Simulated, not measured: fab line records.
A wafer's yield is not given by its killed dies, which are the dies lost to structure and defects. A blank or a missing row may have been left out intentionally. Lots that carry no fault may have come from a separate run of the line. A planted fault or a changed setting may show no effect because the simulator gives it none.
Which of the tools did it? | flow n5-finfet | Sampling: 11 lots, 33 wafers, 5 of 1938 route steps

## WHAT THE GAUGES READ, wafer by wafer
No reading from a measuring or inspecting step in the record can be judged against a usual standard deviation.

## EACH LOT AND THE TOOL THAT RAN IT (in order: tool; ch and the chambers of the sampled wafers; start)
lot  | N5_BEOL_M10_ECD_50             | N5_PASSIVATION_DESCUM_32           | N5_PASSIVATION_DESCUM_46           | N5_PASSIVATION_STRIP_48            | N5_PASSIVATION_PROBE_49
L766 | ecd-cu-02 ch 1, day 10 03:06   | rie-diel-03 ch 0,3, day 11 19:25   | rie-diel-02 ch 2,3, day 11 21:16   | rie-diel-02 ch 2,3, day 11 21:49   | -
L767 | ecd-cu-01 ch 0,1, day 10 03:31 | rie-diel-03 ch 0,1,3, day 11 23:10 | rie-diel-02 ch 0,2,3, day 12 00:55 | rie-diel-02 ch 0,2,3, day 12 01:29 | prober-02, day 12 03:58
L768 | ecd-cu-02 ch 0,1, day 10 06:35 | rie-diel-03 ch 0,1,2, day 12 00:46 | rie-diel-02 ch 2,3, day 12 02:53   | rie-diel-02 ch 2,3, day 12 03:26   | -
L771 | ecd-cu-02 ch 0,1, day 11 04:29 | rie-diel-03 ch 1,3, day 12 23:55   | rie-diel-03 ch 0,1,2, day 13 01:46 | rie-diel-03 ch 0,1,2, day 13 02:19 | prober-02, day 13 04:52
L773 | ecd-cu-02 ch 0,1, day 11 07:23 | rie-diel-02 ch 0,2, day 13 05:36   | rie-diel-01 ch 1,2, day 13 07:20   | rie-diel-01 ch 1,2, day 13 07:53   | -
L777 | ecd-cu-02 ch 0,1, day 12 18:39 | rie-diel-02 ch 1,3, day 14 14:17   | rie-diel-02 ch 0,1,3, day 14 16:10 | rie-diel-02 ch 0,1,3, day 14 16:43 | -
L778 | ecd-cu-02 ch 0,1, day 12 18:49 | rie-diel-03 ch 1,3, day 14 16:36   | rie-diel-03 ch 0,1,3, day 14 18:20 | rie-diel-03 ch 0,1,3, day 14 18:53 | -
L780 | ecd-cu-02 ch 0,1, day 13 14:10 | rie-diel-03 ch 1,3, day 15 09:59   | rie-diel-01 ch 0,1,3, day 15 12:22 | rie-diel-01 ch 0,1,3, day 15 12:55 | prober-02, day 15 15:25
L785 | ecd-cu-02 ch 0,1, day 14 16:20 | rie-diel-01 ch 0,3, day 16 05:07   | rie-diel-01 ch 0,1,3, day 16 06:59 | rie-diel-01 ch 0,1,3, day 16 07:32 | prober-02, day 16 10:05
L784 | ecd-cu-02 ch 0,1, day 14 23:57 | rie-diel-03 ch 0,1,2, day 16 14:57 | rie-diel-03 ch 0,1,2, day 16 16:41 | rie-diel-03 ch 0,1,2, day 16 17:15 | prober-01, day 16 19:53
L786 | ecd-cu-02 ch 0,1, day 15 03:34 | rie-diel-01 ch 0,1,3, day 16 22:57 | rie-diel-01 ch 0,1, day 17 00:49   | rie-diel-01 ch 0,1, day 17 01:22   | prober-01, day 17 03:52
- N5_BEOL_M10_ECD_50: material Cu, target thk 318 nm.
- N5_PASSIVATION_DESCUM_32: chemistry O2, time 7.9 s.
- N5_PASSIVATION_DESCUM_46: chemistry O2, time 7.9 s.
- N5_PASSIVATION_STRIP_48: strips in O2.
- N5_PASSIVATION_PROBE_49

## WHAT THE TOOLS THEMSELVES READ (means of the sampled wafers that have a number; where no wafer has one, the mark that the record gives instead)
N5_PASSIVATION_DESCUM_32. Usual: drypump-motor-current-A 5.9 A, standard deviation 0.41; oes-product-au 0.83 a.u., standard deviation 0.086; rf-vpp-V 243.2 V, standard deviation 1.2; showerhead-plenum-p-Torr 2.10 Torr, standard deviation 0.069; throttle-valve-pct 20.22 %, standard deviation 0.23.
lot  | tool        | drypump-motor-current-A (A) | oes-product-au (a.u.) | rf-vpp-V (V) | showerhead-plenum-p-Torr (Torr) | throttle-valve-pct (%) | flag
L766 | rie-diel-03 | 6.3                         | 0.94                  | 242.2        | 2.06                            | 20.25                  |
L767 | rie-diel-03 | 6.1                         | 0.84                  | 243.0        | 2.09                            | 20.26                  |
L768 | rie-diel-03 | 6.2                         | 0.76                  | 243.0        | 2.06                            | 20.26                  |
L771 | rie-diel-03 | 6.0                         | 0.76                  | 243.9        | 2.12                            | 20.44                  |
L773 | rie-diel-02 | 5.5                         | 0.79                  | 242.0        | 2.10                            | 20.22                  |
L777 | rie-diel-02 | 5.1                         | 0.87                  | 245.0        | 2.18                            | 20.17                  |
L778 | rie-diel-03 | 6.1                         | 0.91                  | 242.0        | 2.09                            | 20.33                  |
L780 | rie-diel-03 | 6.0                         | 0.92                  | 243.4        | 2.12                            | 20.24                  |
L785 | rie-diel-01 | 6.2                         | 0.80                  | 243.9        | 2.17                            | 20.11                  |
L784 | rie-diel-03 | 6.2                         | 0.90                  | 243.7        | 2.14                            | 20.06                  |
L786 | rie-diel-01 | 6.1                         | 0.79                  | 242.7        | 2.10                            | 20.14                  |

N5_PASSIVATION_DESCUM_46. Usual: drypump-motor-current-A 5.8 A, standard deviation 0.4; oes-product-au 0.82 a.u., standard deviation 0.078; rf-vpp-V 243.4 V, standard deviation 1.3; showerhead-plenum-p-Torr 2.11 Torr, standard deviation 0.066; throttle-valve-pct 20.26 %, standard deviation 0.25.
lot  | tool        | drypump-motor-current-A (A) | oes-product-au (a.u.) | rf-vpp-V (V) | showerhead-plenum-p-Torr (Torr) | throttle-valve-pct (%) | flag
L766 | rie-diel-02 | 5.7                         | 0.85                  | 243.7        | 2.12                            | 20.58                  |
L767 | rie-diel-02 | 5.7                         | 0.80                  | 243.3        | 2.11                            | 20.35                  |
L768 | rie-diel-02 | 5.7                         | 0.84                  | 244.0        | 2.12                            | 20.57                  |
L771 | rie-diel-03 | 6.2                         | 0.75                  | 242.5        | 2.06                            | 20.28                  |
L773 | rie-diel-01 | 5.8                         | 0.79                  | 242.5        | 2.03                            | 20.18                  |
L777 | rie-diel-02 | 5.4                         | 0.81                  | 243.6        | 2.13                            | 20.18                  |
L778 | rie-diel-03 | 6.1                         | 0.90                  | 243.5        | 2.08                            | 20.18                  |
L780 | rie-diel-01 | 6.1                         | 0.81                  | 244.0        | 2.11                            | 20.12                  |
L785 | rie-diel-01 | 6.1                         | 0.80                  | 243.7        | 2.11                            | 20.14                  |
L784 | rie-diel-03 | 6.2                         | 0.90                  | 243.8        | 2.14                            | 20.07                  |
L786 | rie-diel-01 | 6.0                         | 0.80                  | 242.2        | 2.04                            | 20.15                  |

N5_PASSIVATION_STRIP_48. Usual: drypump-motor-current-A 5.9 A, standard deviation 0.4; oes-product-au 0.82 a.u., standard deviation 0.081; rf-vpp-V 3.6 V, standard deviation 2.3; showerhead-plenum-p-Torr 2.11 Torr, standard deviation 0.066; throttle-valve-pct 16.51 %, standard deviation 0.24.
lot  | tool        | drypump-motor-current-A (A) | oes-product-au (a.u.) | rf-vpp-V (V) | showerhead-plenum-p-Torr (Torr) | throttle-valve-pct (%) | flag
L766 | rie-diel-02 | 5.8                         | 0.84                  | 2.2          | 2.12                            | 16.76                  |
L767 | rie-diel-02 | 5.7                         | 0.82                  | 5.2          | 2.11                            | 16.61                  |
L768 | rie-diel-02 | 5.7                         | 0.84                  | 2.6          | 2.12                            | 16.81                  |
L771 | rie-diel-03 | 6.2                         | 0.77                  | 3.1          | 2.06                            | 16.60                  |
L773 | rie-diel-01 | 5.8                         | 0.80                  | 5.9          | 2.04                            | 16.42                  |
L777 | rie-diel-02 | 5.4                         | 0.80                  | 2.4          | 2.14                            | 16.42                  |
L778 | rie-diel-03 | 6.1                         | 0.91                  | 6.4          | 2.09                            | 16.39                  |
L780 | rie-diel-01 | 6.1                         | 0.80                  | 4.6          | 2.11                            | 16.41                  |
L785 | rie-diel-01 | 6.1                         | 0.82                  | 4.6          | 2.11                            | 16.40                  |
L784 | rie-diel-03 | 6.2                         | 0.91                  | 4.6          | 2.14                            | 16.27                  |
L786 | rie-diel-01 | 6.0                         | 0.82                  | 2.9          | 2.04                            | 16.39                  |

N5_PASSIVATION_PROBE_49. Usual: defect-limited-yield 91.4 %, standard deviation 1.5; killed_at_M0_to_M3 31, standard deviation 11; killed_at_M4_up 13, standard deviation 5.5; killed-at-contacts 13, standard deviation 6.3; killed-at-front-end 40, standard deviation 13; killed-at-other 3.3, standard deviation 2.6; killed-dies 101, standard deviation 18; killed-on-rim 13, standard deviation 4; killed-open 67, standard deviation 13; killed-short 33, standard deviation 7.9; sort_bin_5_function 5.1 %, standard deviation 1; sort_bin_6_memory 3.2 %, standard deviation 0.68; sort-n-pass 1079, standard deviation 18; sort-yield-pct 91.4 %, standard deviation 1.5.
lot  | tool      | defect-limited-yield (%) | killed_at_M0_to_M3 | killed_at_M4_up | killed-at-contacts | killed-at-front-end | killed-at-other | killed-dies | killed-on-rim | killed-open | killed-short | sort_bin_5_function (%) | sort_bin_6_memory (%) | sort-n-pass | sort-yield-pct (%) | flag
L767 | prober-02 | 92.3                     | 22                 | 16              | 16                 | 36                  | 0.3             | 90          | 11            | 59          | 29           | 4.9                     | 2.7                   | 1090        | 92.3               |
L771 | prober-02 | 91.0                     | 19                 | 13              | 7                  | 61                  | 5.0             | 106         | 14            | 71          | 33           | 5.5                     | 3.1                   | 1074        | 91.0               |
L780 | prober-02 | 90.9                     | 40                 | 13              | 14                 | 37                  | 2.3             | 107         | 16            | 68          | 38           | 5.5                     | 3.4                   | 1073        | 90.9               |
L785 | prober-02 | 74.6                     | 19                 | 236             | 11                 | 32                  | 1.3             | 299         | 38            | 53          | 24           | 14.4                    | 9.4                   | 881         | 74.6               | OFF
L784 | prober-01 | 74.1                     | 24                 | 224             | 8                  | 44                  | 5.0             | 305         | 39            | 57          | 29           | 16.3                    | 8.4                   | 875         | 74.1               | OFF
L786 | prober-01 | 72.9                     | 20                 | 240             | 9                  | 46                  | 4.7             | 320         | 40            | 58          | 33           | 16.4                    | 9.6                   | 860         | 72.9               | OFF

## THE ANSWER, worked out from the rows above alone
Rule: a lot is off if the mean of its wafers that have a number lies more than 3 standard deviations from the usual mean. Also off: a lot with no number at a reading for which 4 or more lots have one. Where the step has rows for the other lots, those lots are counted as sound. Order of review: gauges by route order, followed by the tools' own readings, for which a lot's mean as printed above is used. The first step at which some lot is off is used, and at that step the reading that is off furthest; a lot without a number counts as furthest.
Off: L785, L784, L786 (N5_PASSIVATION_PROBE_49, killed_at_M4_up). Neither off nor sound, because the step has no rows for them: L766, L768, L773, L777, L778.
If a tool, at that step or one of the process steps before it, ran each lot that is off and ran no sound lot following the first of them, it fits. One candidate fits, namely ecd-cu-02 at N5_BEOL_M10_ECD_50. A fault onset in the window from L780 (day 13 14:10, its last sound lot) to L785 (day 14 16:20, its first lot off) fits.

## WHAT HAD BEEN PUT IN BY THE SIMULATOR
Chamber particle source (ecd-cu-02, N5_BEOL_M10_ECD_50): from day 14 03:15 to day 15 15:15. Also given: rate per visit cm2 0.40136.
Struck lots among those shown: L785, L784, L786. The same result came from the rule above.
